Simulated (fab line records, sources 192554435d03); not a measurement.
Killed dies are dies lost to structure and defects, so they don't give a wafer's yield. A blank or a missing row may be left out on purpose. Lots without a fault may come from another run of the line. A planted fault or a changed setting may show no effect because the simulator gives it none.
Chamber matching | flow n5_finfet | N5_BEOL_M8_STRIP_67 on rie_diel-04: 4 sister chambers
The step strips in CF4. 8 wafers are shown with their chamber, then 8 later ones without.

WAFERS WITH THEIR CHAMBER
wafer  | chamber | drypump_motor_current_A (A) | showerhead_plenum_p_Torr (Torr)
L079.2 | 0       | 4.8                         | 1.81
L079.3 | 2       | 5.5                         | 1.73
L079.6 | 3       | 6.3                         | 1.83
L080.2 | 3       | 6.3                         | 1.83
L081.2 | 1       | 5.2                         | 1.75
L081.5 | 2       | 5.5                         | 1.73
L081.6 | 1       | 5.3                         | 1.75
L088.1 | 0       | 4.8                         | 1.80

WAFERS WITHOUT THEIR CHAMBER
wafer  | drypump_motor_current_A (A) | showerhead_plenum_p_Torr (Torr)
L088.5 | 6.3                         | 1.82
L088.6 | 4.8                         | 1.80
L090.2 | 5.3                         | 1.74
L090.4 | 4.8                         | 1.80
L090.5 | 4.8                         | 1.80
L093.1 | 5.5                         | 1.73
L093.3 | 5.3                         | 1.74
L093.4 | 4.8                         | 1.80

WHICH CHAMBER EACH WENT THROUGH
wafer  | from the rows above | in truth
L088.5 | 3                   | 3
L088.6 | 0                   | 0
L090.2 | 1                   | 1
L090.4 | 0                   | 0
L090.5 | 0                   | 0
L093.1 | 2                   | 2
L093.3 | 1                   | 1
L093.4 | 0                   | 0
Placed correctly: 8 of 8. Can't be placed from these rows: 0. Placed wrongly: 0.
How it was worked out, from the rows above alone: a wafer's distance from a chamber is the root of the sum, over the readings, of the square of ((its reading less the chamber's mean) divided by the reading's scatter). The wafer belongs to the nearest chamber; if the next one is less than 2 further off, it can't be placed. A chamber's mean is the mean of its shown wafers. The scatter: the root of (the sum of the squares of (reading less its chamber's mean) over the shown wafers, divided by (wafers less chambers)).
